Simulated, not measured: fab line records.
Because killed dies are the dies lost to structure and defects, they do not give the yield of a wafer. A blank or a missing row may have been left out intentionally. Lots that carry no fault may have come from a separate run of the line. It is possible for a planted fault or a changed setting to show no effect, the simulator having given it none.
fab line records ; flow n5Finfet
[record] lots = 7; wafers = 21
route steps=1938 shown GATE_CUT@479 MOL_CONTACT_COAG@535 BEOL_M0_SAQP@676
startH: the number of hours between the record's first day and the start of the first shown wafer of the lot ; waitH: hours elapsed since this lot's preceding step ; " identical to the entry in the row above ; L1.1+2: one row covering several wafers at once ; - no value, or no start given ; * or withheld: withheld ; < > ~ a bound
route shown NAME@n: NAME is a module with steps in the file, n the number in the route of the first one ; usual: the fault-free wafers' mean and standard deviation ; same: alike in all rows ; chamber/n: place in a boat ; sites: the reading at each site ; _std_site: the standard deviation of these ; _edge_site: outer sites' mean less inner sites' ; radiusMm: how far each site lies from the wafer's centre ; mask NAME#n: copy n ; behind: tool/chamber where the wafer was last shaped ; hold: reason for holding the lot/hours on hold/outcome of the hold ; device: which transistor (n, p or np) failed to switch ; end of line: at the end of the route, the tests of the same wafers ; a step with no rows: only its recipe ; killed: dies that structure and defects cost at the first sort, which is not the same as the wafer's yield ; map: per-die view of a wafer (x killed, . not killed, _ where there is no die)
set.NAME: setting as actually run; set.NAME@STEP: the setting as run at that earlier step ; model.NAME: the simulator's own value behind a step, which no gauge read
lots where settings were altered on purpose, with a table for each step and a row for each wafer
[[steps]]
[step N5_GATE_CUT_COAT_35]
[recipe] resist = SiARC; tempC = 220; timeS = 60; spinRpm = 1500; resistThkNm = 10
lot.wafer;tool;chamber;startH;waitH;set.spinRpm;model.SiARC_of_GATE_CUT_COAT_35.thkNm
L074.2+3;lithoTrack-05;0;-;-;1500;10
L074.4;lithoTrack-05;0;-;-;1389;10.4
L076.1+5;lithoTrack-05;0;-;-;1500;10
L076.2;lithoTrack-05;0;-;-;1603;9.6
L084.3+6;lithoTrack-03;0;-;-;1500;10
L084.5;lithoTrack-03;0;-;-;1632;9.6
L085.1+5+6;lithoTrack-03;0;-;-;1500;10
L092.1+3;lithoTrack-04;0;-;-;1500;10
L092.2;lithoTrack-04;0;-;-;1565;9.8
L093.2+4;lithoTrack-05;0;-;-;1500;10
L093.3;lithoTrack-05;0;-;-;1344;10.6
L091.1;lithoTrack-03;0;-;-;1500;10
L091.5+6;lithoTrack-03;0;-;-;1395;10.4
[step N5_GATE_CUT_COAT_27]
[recipe] resist = underlayer; tempC = 205; timeS = 60; spinRpm = 1500; resistThkNm = 10
lot.wafer;tool;chamber;startH;waitH;set.spinRpm;model.underlayer_of_GATE_CUT_COAT_27.thkNm
L074.2+4;lithoTrack-05;0;-;-;1417;10.4
L074.3;lithoTrack-05;0;-;-;1500;10
L076.1+2;lithoTrack-05;0;-;-;1500;10
L076.5;lithoTrack-05;0;-;-;1556;9.8
L084.3+5+6;lithoTrack-03;0;-;-;1500;10
L085.1+5+6;lithoTrack-03;0;-;-;1500;10
L092.1+3;lithoTrack-04;0;-;-;1500;10
L092.2;lithoTrack-04;0;-;-;1400;10.4
L093.2+3;lithoTrack-05;0;-;-;1500;10
L093.4;lithoTrack-05;0;-;-;1396;10.4
L091.1;lithoTrack-03;0;-;-;1580;9.8
L091.5+6;lithoTrack-03;0;-;-;1500;10
[step N5_GATE_CUT_COAT_07]
[recipe] resist = CAR-EUV; spinRpm = 1500; resistThkNm = 30
[step N5_GATE_CUT_EBR_09]
[recipe] solvent = PGMEA; ebrWidthMm = 1.5
[step N5_GATE_CUT_DESCUM_18]
[recipe] chemistry = O2; timeS = 7; sourcePowerW = 50; biasPowerW = 20; pressureMtorr = 20; rfFrequencyHz = 2.712e+07; tempC = 40; resist = CAR-EUV; o2FlowSccm = 225
[step N5_GATE_CUT_ETCH_28]
[recipe] chemistry = N2/H2; target = underlayer; targetDepthA = 130; maskMaterial = CAR-EUV; timeS = 10.4; ionEnergyEv = 200; pressureMtorr = 30; sourceW = 840; biasW = 150; n2FlowSccm = 200; h2FlowSccm = 200; ends = cleared
lot.wafer;tool;chamber;startH;waitH;set.spinRpm@GATE_CUT_COAT_27;model.CAR-EUV_of_GATE_CUT_COAT_07.thkNm;model.etch.depthNm
L074.2;rieDiel-05;0;87.66;0.0;1417;14.2;10.32
L074.3;rieDiel-05;1;87.66;0.0;1500;14.6;10.01
L074.4;rieDiel-05;2;87.66;0.0;1417;14.2;10.31
L076.1;rieDiel-05;3;96.58;0.0;1500;14.6;9.957
L076.2;rieDiel-05;2;96.58;0.0;1500;14.6;9.993
L076.5;rieDiel-05;1;96.58;0.0;1556;14.8;9.803
L084.3;rieDiel-03;1;147.19;0.0;1500;14.6;9.985
L084.5;rieDiel-03;0;147.19;0.0;1500;14.6;10
L084.6;rieDiel-03;1;147.19;0.0;1500;14.6;10.02
L085.1;rieDiel-06;1;155.58;0.0;1500;14.6;10
L085.5;rieDiel-06;1;155.58;0.0;1500;14.4;10.01
L085.6;rieDiel-06;2;155.58;0.0;1500;14.4;10.02
L092.1;rieDiel-03;2;194.17;0.0;1500;14.6;10.02
L092.2;rieDiel-03;3;194.17;0.0;1400;14.2;10.36
L092.3;rieDiel-03;1;194.17;0.0;1500;14.6;10.03
L093.2;rieDiel-06;2;201.62;0.0;1500;14.6;10.08
L093.3;rieDiel-06;1;201.62;0.0;1500;14.8;10.08
L093.4;rieDiel-06;1;201.62;0.0;1396;14.4;10.43
L091.1;rieDiel-06;3;224.69;0.0;1580;15;9.727
L091.5;rieDiel-06;3;224.69;0.0;1500;14.6;10.02
L091.6;rieDiel-06;1;224.69;0.0;1500;14.6;10
[step N5_GATE_CUT_ETCH_36]
[recipe] chemistry = CF4; target = SiARC; targetDepthA = 130; maskMaterial = CAR-EUV; timeS = 21.7; ionEnergyEv = 80; pressureMtorr = 40; sourceW = 545; biasW = 36; Ar_flow_sccm = 100; cf4FlowSccm = 100; ends = cleared
lot.wafer;tool;chamber;startH;waitH;set.spinRpm@GATE_CUT_COAT_35;model.etch.depthNm
L074.2;rieDiel-05;0;87.68;0.0;1500;10.01
L074.3;rieDiel-05;1;87.68;0.0;1500;10
L074.4;rieDiel-05;2;87.68;0.0;1389;10.41
L076.1+5;rieDiel-05;3,1;96.60;0.0;1500;10.02
L076.2;rieDiel-05;2;96.60;0.0;1603;9.7
L084.3;rieDiel-03;1;147.21;0.0;1500;10
L084.5;rieDiel-03;0;147.21;0.0;1632;9.568
L084.6;rieDiel-03;1;147.21;0.0;1500;10.02
L085.1;rieDiel-06;1;155.60;0.0;1500;9.976
L085.5;rieDiel-06;1;155.60;0.0;1500;9.981
L085.6;rieDiel-06;2;155.60;0.0;1500;10.01
L092.1+3;rieDiel-03;2,1;194.19;0.0;1500;10.02
L092.2;rieDiel-03;3;194.19;0.0;1565;9.802
L093.2;rieDiel-06;2;201.64;0.0;1500;10.05
L093.3;rieDiel-06;1;201.64;0.0;1344;10.62
L093.4;rieDiel-06;1;201.64;0.0;1500;10.03
L091.1;rieDiel-06;3;224.71;0.0;1500;10.02
L091.5;rieDiel-06;3;224.71;0.0;1395;10.39
L091.6;rieDiel-06;1;224.71;0.0;1395;10.42
[step N5_GATE_CUT_ETCH_37]
[recipe] chemistry = N2/H2; target = SOC; targetDepthA = 600; overetchA = 120; maskMaterial = SiARC; tempC = 40; timeS = 90; ionEnergyEv = 200; pressureMtorr = 30; sourceW = 840; biasW = 150; n2FlowSccm = 200; h2FlowSccm = 200
lot.wafer;tool;chamber;startH;waitH;set.spinRpm@GATE_CUT_COAT_35;model.SiARC_of_GATE_CUT_COAT_35.thkNm
L074.2+3;rieDiel-05;0,1;87.71;0.0;1500;6
L074.4;rieDiel-05;2;87.71;0.0;1389;6.2
L076.1+5;rieDiel-05;3,1;96.63;0.0;1500;6
L076.2;rieDiel-05;2;96.63;0.0;1603;5.4
L084.3;rieDiel-03;1;147.24;0.0;1500;6
L084.5;rieDiel-03;0;147.24;0.0;1632;5.6
L084.6;rieDiel-03;1;147.24;0.0;1500;6.2
L085.1+5+6;rieDiel-06;1,1,2;155.62;0.0;1500;5.8
L092.1;rieDiel-03;2;194.21;0.0;1500;6.2
L092.2;rieDiel-03;3;194.21;0.0;1565;6
L092.3;rieDiel-03;1;194.21;0.0;1500;6
L093.2;rieDiel-06;2;201.66;0.0;1500;5.8
L093.3;rieDiel-06;1;201.66;0.0;1344;6.6
L093.4;rieDiel-06;1;201.66;0.0;1500;6
L091.1;rieDiel-06;3;224.73;0.0;1500;6.2
L091.5;rieDiel-06;3;224.73;0.0;1395;6.6
L091.6;rieDiel-06;1;224.73;0.0;1395;6.4
[step N5_MOL_CONTACT_COAG_CONTACT_ETCH_14]
[recipe] chemistry = C4F6/O2; target = SiO2; targetDepthA = 275; overetchA = 85; maskMaterial = SOC; pressureMtorr = 30; sourceW = 370; biasW = 185; Ar_flow_sccm = 300; C4F6_flow_sccm = 16; O2_flow_sccm = 10; timeS = 20; ionEnergyEv = 259.6
[usual] rfVppV = 693.1/2.4
lot.wafer;tool;chamber;startH;waitH;set.sourceW;rfVppV
L074.2;rieDiel-02;2;92.79;0.0;390;683.3
L074.3;rieDiel-02;3;92.79;0.0;370;693.8
L074.4;rieDiel-02;2;92.79;0.0;370;696.8
L076.1;rieDiel-04;3;101.65;0.0;436.2;657.0
L076.2;rieDiel-04;2;101.65;0.0;436.2;664.7
L076.5;rieDiel-04;0;101.65;0.0;370;692.0
L084.3;rieDiel-01;3;151.43;0.0;370;694.9
L084.5;rieDiel-01;3;151.43;0.0;370;696.1
L084.6;rieDiel-01;0;151.43;0.0;370;689.1
L085.1;rieDiel-04;0;159.56;0.0;370;693.5
L085.5;rieDiel-04;0;159.56;0.0;370;691.0
L085.6;rieDiel-04;3;159.56;0.0;370;694.7
L092.1;rieDiel-02;1;198.84;0.0;370;692.7
L092.2;rieDiel-02;2;198.84;0.0;370;696.4
L092.3;rieDiel-02;0;198.84;0.0;370;693.4
L093.2;rieDiel-02;2;205.83;0.0;370;697.0
L093.3;rieDiel-02;1;205.83;0.0;402.1;671.2
L093.4;rieDiel-02;0;205.83;0.0;402.1;678.4
L091.1;rieDiel-02;3;228.62;0.0;370;693.4
L091.5;rieDiel-02;0;228.62;0.0;370;694.2
L091.6;rieDiel-02;3;228.62;0.0;352.8;703.7
[step N5_MOL_CONTACT_COAG_COAT_64]
[recipe] resist = underlayer; tempC = 205; timeS = 60; spinRpm = 1500; resistThkNm = 10
lot.wafer;tool;chamber;startH;waitH;set.spinRpm;model.underlayer_of_MOL_CONTACT_COAG_COAT_64.thkNm
L074.2;lithoTrack-03;0;-;-;1358;10.4
L074.3;lithoTrack-03;0;-;-;1358;10.6
L074.4;lithoTrack-03;0;-;-;1500;10
L076.1+5;lithoTrack-01;0;-;-;1500;10
L076.2;lithoTrack-01;0;-;-;1453;10.2
L084.3;lithoTrack-02;0;-;-;1380;10.4
L084.5+6;lithoTrack-02;0;-;-;1500;10
L085.1+5+6;lithoTrack-01;0;-;-;1500;10
L092.1+2;lithoTrack-01;0;-;-;1500;10
L092.3;lithoTrack-01;0;-;-;1618;9.6
L093.2+4;lithoTrack-03;0;-;-;1388;10.4
L093.3;lithoTrack-03;0;-;-;1500;10
L091.1+5+6;lithoTrack-02;0;-;-;1500;10
[step N5_MOL_CONTACT_COAG_COAT_34]
[recipe] resist = CAR-EUV; spinRpm = 1500; resistThkNm = 40
[step N5_MOL_CONTACT_COAG_EBR_36]
[recipe] solvent = PGMEA; ebrWidthMm = 1.5
[step N5_MOL_CONTACT_COAG_DESCUM_45]
[recipe] chemistry = O2; timeS = 7; sourcePowerW = 50; biasPowerW = 20; pressureMtorr = 20; rfFrequencyHz = 2.712e+07; tempC = 40; resist = CAR-EUV; o2FlowSccm = 225
[step N5_MOL_CONTACT_COAG_ETCH_65]
[recipe] chemistry = N2/H2; target = underlayer; targetDepthA = 130; maskMaterial = CAR-EUV; timeS = 10.4; ionEnergyEv = 200; pressureMtorr = 30; sourceW = 840; biasW = 150; n2FlowSccm = 200; h2FlowSccm = 200; ends = cleared
lot.wafer;tool;chamber;startH;waitH;set.spinRpm@MOL_CONTACT_COAG_COAT_64;model.CAR-EUV_of_MOL_CONTACT_COAG_COAT_34.thkNm;model.etch.depthNm
L074.2;rieDiel-02;3;102.99;0.0;1358;24;10.47
L074.3;rieDiel-02;1;102.99;0.0;1358;24.2;10.52
L074.4;rieDiel-02;3;102.99;0.0;1500;24.6;10.04
L076.1;rieDiel-02;0;112.90;0.0;1500;24.4;10.03
L076.2;rieDiel-02;1;112.90;0.0;1453;24.4;10.15
L076.5;rieDiel-02;0;112.90;0.0;1500;24.4;10.01
L084.3;rieDiel-02;3;163.46;0.0;1380;23.8;10.39
L084.5;rieDiel-02;3;163.46;0.0;1500;24.4;9.981
L084.6;rieDiel-02;2;163.46;0.0;1500;24.4;9.989
L085.1;rieDiel-04;0;170.39;0.0;1500;24.4;10.09
L085.5+6;rieDiel-04;1,2;170.39;0.0;1500;24.6;10.05
L092.1;rieDiel-04;0;210.32;0.0;1500;24.6;10.02
L092.2;rieDiel-04;1;210.32;0.0;1500;24.6;9.996
L092.3;rieDiel-04;2;210.32;0.0;1618;25.2;9.647
L093.2+4;rieDiel-04;3,2;216.55;0.0;1388;24;10.32
L093.3;rieDiel-04;1;216.55;0.0;1500;24.4;9.939
L091.1;rieDiel-04;1;239.26;0.0;1500;24.6;10.04
L091.5;rieDiel-04;3;239.26;0.0;1500;24.6;10.05
L091.6;rieDiel-04;2;239.26;0.0;1500;24.8;10.02
[step N5_MOL_CONTACT_COAG_CVD_140]
[recipe] material = W; targetThkA = 665; mode = selectiveFill; tempC = 300; timeS = 215
lot.wafer;tool;chamber;startH;waitH;set.targetThkA;model.W_of_MOL_CONTACT_COAG_CVD_140.thkNm
L074.2;cvdW-01;0;103.94;0.1;665;66.2
L074.3;cvdW-01;1;103.94;0.1;665;67.2
L074.4;cvdW-01;0;103.94;0.1;665;66.6
L076.1;cvdW-02;1;113.91;0.1;704.3;71.2
L076.2;cvdW-02;0;113.91;0.1;704.3;70.8
L076.5;cvdW-02;1;113.91;0.1;665;66.8
L084.3;cvdW-01;1;164.46;0.1;713.3;70
L084.5;cvdW-01;1;164.46;0.1;713.3;71.8
L084.6;cvdW-01;0;164.46;0.1;665;66
L085.1+6;cvdW-01;0;171.31;0.1;665;66
L085.5;cvdW-01;1;171.31;0.1;665;67.2
L092.1;cvdW-02;0;211.50;0.1;665;67.4
L092.2;cvdW-02;0;211.50;0.1;579.3;57.2
L092.3;cvdW-02;0;211.50;0.1;579.3;58.2
L093.2;cvdW-02;1;217.74;0.1;665;66
L093.3;cvdW-02;0;217.74;0.1;714.2;71.4
L093.4;cvdW-02;1;217.74;0.1;714.2;70.8
L091.1;cvdW-01;1;240.18;0.1;665;68.4
L091.5;cvdW-01;1;240.18;0.1;692.9;70.2
L091.6;cvdW-01;0;240.18;0.1;665;66.4
[step N5_BEOL_M0_SAQP_SPACER2_ALD_26]
[recipe] material = SiO2; targetThkA = 150; tempC = 300; aldPrecursorFamily = BDEAS; aldCoReactant = O2-plasma; pulseTimeS = 1; purgeTimeS = 2; coReactantPurgeTimeS = 2; pressureTorr = 2
lot.wafer;tool;chamber;startH;waitH;set.targetThkA;model.SiO2_of_BEOL_M0_SAQP_SPACER2_ALD_26.thkNm
L074.2+3;aldSin-02;0,1;115.48;0.1;150;15
L074.4;aldSin-02;3;115.48;0.1;164.5;16.4
L076.1;aldSin-02;1;122.26;0.1;135;13.6
L076.2;aldSin-02;3;122.26;0.1;135;13.4
L076.5;aldSin-02;3;122.26;0.1;150;15
L084.3;aldSin-04;1;172.92;0.1;150;15
L084.5+6;aldSin-04;2,3;172.92;0.1;164.7;16.4
L085.1+5+6;aldSin-03;3,0,3;179.54;0.1;150;15
L092.1;aldSin-02;1;220.47;0.6;165.3;16.4
L092.2;aldSin-02;0;220.47;0.6;150;15
L092.3;aldSin-02;2;220.47;0.6;150;14.8
L093.2;aldSin-03;2;227.91;0.9;150;15.2
L093.3;aldSin-03;1;227.91;0.9;150;15
L093.4;aldSin-03;0;227.91;0.9;169.5;17
L091.1;aldSin-02;0;252.30;0.1;150;15.2
L091.5;aldSin-02;0;252.30;0.1;141.8;14.2
L091.6;aldSin-02;1;252.30;0.1;150;15
[step N5_BEOL_M0_SAQP_SPACER2_ETCHBACK_27]
[recipe] chemistry = CHF3/O2; mode = anisotropicEtchback; target = SiO2; targetDepthA = 225; timeS = 11.25; pressureMtorr = 30; sourceW = 650; biasW = 170; Ar_flow_sccm = 200; CHF3_flow_sccm = 50; O2_flow_sccm = 5; ionEnergyEv = 200
[step N5_BEOL_M0_SAQP_MANDREL2_REMOVE_110]
[recipe] chemistry = HBr/Cl2/O2; btTimeS = 10; target = a-Si; stopOn = SiCN; endpoint = OES-SiCl; overEtchFrac = 1; icpW = 600; biasW = 30; HBr_flow_sccm = 150; Cl2_flow_sccm = 80; O2_flow_sccm = 5; pressureMtorr = 10
lot.wafer;tool;chamber;startH;waitH;set.targetThkA@BEOL_M0_SAQP_SPACER2_ALD_26;model.BEOL_M0_SAQP.cdNm
L074.2;rieSi-06;2;116.12;0.1;150;15.2
L074.3;rieSi-06;0;116.12;0.1;150;15
L074.4;rieSi-06;1;116.12;0.1;164.5;16.6
L076.1+2;rieSi-05;2,0;122.90;0.1;135;13.6
L076.5;rieSi-05;2;122.90;0.1;150;15
L084.3;rieSi-03;0;173.55;0.1;150;15
L084.5+6;rieSi-03;0,3;173.55;0.1;164.7;16.4
L085.1+5+6;rieSi-03;1,0,3;180.30;0.1;150;15
L092.1;rieSi-06;0;221.11;0.1;165.3;16.4
L092.2;rieSi-06;1;221.11;0.1;150;15.2
L092.3;rieSi-06;3;221.11;0.1;150;15
L093.2+3;rieSi-05;2,1;228.55;0.1;150;15
L093.4;rieSi-05;3;228.55;0.1;169.5;17.2
L091.1+6;rieSi-03;2,0;252.94;0.1;150;15
L091.5;rieSi-03;3;252.94;0.1;141.8;14.2
[step N5_BEOL_M0_SAQP_CD_MEAS_29]
[recipe] targetCdNm = 14.4; landingEnergyEv = 1000; detector = seInlens
[usual] cdNm = 15.02/0.21
lot.wafer;tool;chamber;startH;waitH;set.targetThkA@BEOL_M0_SAQP_SPACER2_ALD_26;cdNm
L074.2;cdSem-01;0;116.23;0.1;150;15.14
L074.3;cdSem-01;0;116.23;0.1;150;14.93
L074.4;cdSem-01;0;116.23;0.1;164.5;16.38
L076.1;cdSem-03;0;123.01;0.1;135;13.68
L076.2;cdSem-03;0;123.01;0.1;135;13.71
L076.5;cdSem-03;0;123.01;0.1;150;15.36
L084.3;cdSem-03;0;173.67;0.1;150;14.97
L084.5;cdSem-03;0;173.67;0.1;164.7;16.36
L084.6;cdSem-03;0;173.67;0.1;164.7;16.50
L085.1;cdSem-01;0;180.41;0.1;150;15.04
L085.5;cdSem-01;0;180.41;0.1;150;15.14
L085.6;cdSem-01;0;180.41;0.1;150;14.96
L092.1;cdSem-02;0;221.22;0.1;165.3;16.40
L092.2;cdSem-02;0;221.22;0.1;150;14.85
L092.3;cdSem-02;0;221.22;0.1;150;14.78
L093.2;cdSem-02;0;228.66;0.1;150;15.33
L093.3;cdSem-02;0;228.66;0.1;150;15.17
L093.4;cdSem-02;0;228.66;0.1;169.5;16.92
L091.1;cdSem-01;0;253.05;0.1;150;15.27
L091.5;cdSem-01;0;253.05;0.1;141.8;13.98
L091.6;cdSem-01;0;253.05;0.1;150;15.02
[[key]]
[split] step = N5_GATE_CUT_COAT_35; setting = spinRpm; stated = 1500; by = wafer
[response] step = N5_GATE_CUT_COAT_35; reading = model.SiARC_of_GATE_CUT_COAT_35.thkNm; change = -0.0539; per = 1%; r = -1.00
[response] step = N5_GATE_CUT_ETCH_36; reading = model.etch.depthNm; change = -0.0524; per = 1%; r = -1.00
[response] step = N5_GATE_CUT_ETCH_37; reading = model.SiARC_of_GATE_CUT_COAT_35.thkNm; change = -0.0558; per = 1%; r = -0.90
[split] step = N5_GATE_CUT_COAT_27; setting = spinRpm; stated = 1500; by = wafer
[response] step = N5_GATE_CUT_COAT_27; reading = model.underlayer_of_GATE_CUT_COAT_27.thkNm; change = -0.0572; per = 1%; r = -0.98
[response] step = N5_GATE_CUT_ETCH_28; reading = model.CAR-EUV_of_GATE_CUT_COAT_07.thkNm; change = +0.0595; per = 1%; r = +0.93
[response] step = N5_GATE_CUT_ETCH_28; reading = model.etch.depthNm; change = -0.0517; per = 1%; r = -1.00
[split] step = N5_MOL_CONTACT_COAG_CONTACT_ETCH_14; setting = sourceW; stated = 370; by = wafer
[response] step = N5_MOL_CONTACT_COAG_CONTACT_ETCH_14; reading = rfVppV; change = -1.93; per = 1%; r = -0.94
[split] step = N5_MOL_CONTACT_COAG_COAT_64; setting = spinRpm; stated = 1500; by = wafer
[response] step = N5_MOL_CONTACT_COAG_COAT_64; reading = model.underlayer_of_MOL_CONTACT_COAG_COAT_64.thkNm; change = -0.0523; per = 1%; r = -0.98
[response] step = N5_MOL_CONTACT_COAG_ETCH_65; reading = model.CAR-EUV_of_MOL_CONTACT_COAG_COAT_34.thkNm; change = +0.0613; per = 1%; r = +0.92
[response] step = N5_MOL_CONTACT_COAG_ETCH_65; reading = model.etch.depthNm; change = -0.0485; per = 1%; r = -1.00
[split] step = N5_MOL_CONTACT_COAG_CVD_140; setting = targetThkA; stated = 665; by = wafer
[response] step = N5_MOL_CONTACT_COAG_CVD_140; reading = model.W_of_MOL_CONTACT_COAG_CVD_140.thkNm; change = +0.72; per = 1%; r = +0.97
[split] step = N5_BEOL_M0_SAQP_SPACER2_ALD_26; setting = targetThkA; stated = 150; by = wafer
[response] step = N5_BEOL_M0_SAQP_SPACER2_ALD_26; reading = model.SiO2_of_BEOL_M0_SAQP_SPACER2_ALD_26.thkNm; change = +0.147; per = 1%; r = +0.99
[response] step = N5_BEOL_M0_SAQP_MANDREL2_REMOVE_110; reading = model.BEOL_M0_SAQP.cdNm; change = +0.149; per = 1%; r = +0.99
[response] step = N5_BEOL_M0_SAQP_CD_MEAS_29; reading = cdNm; change = +0.149; per = 1%; r = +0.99
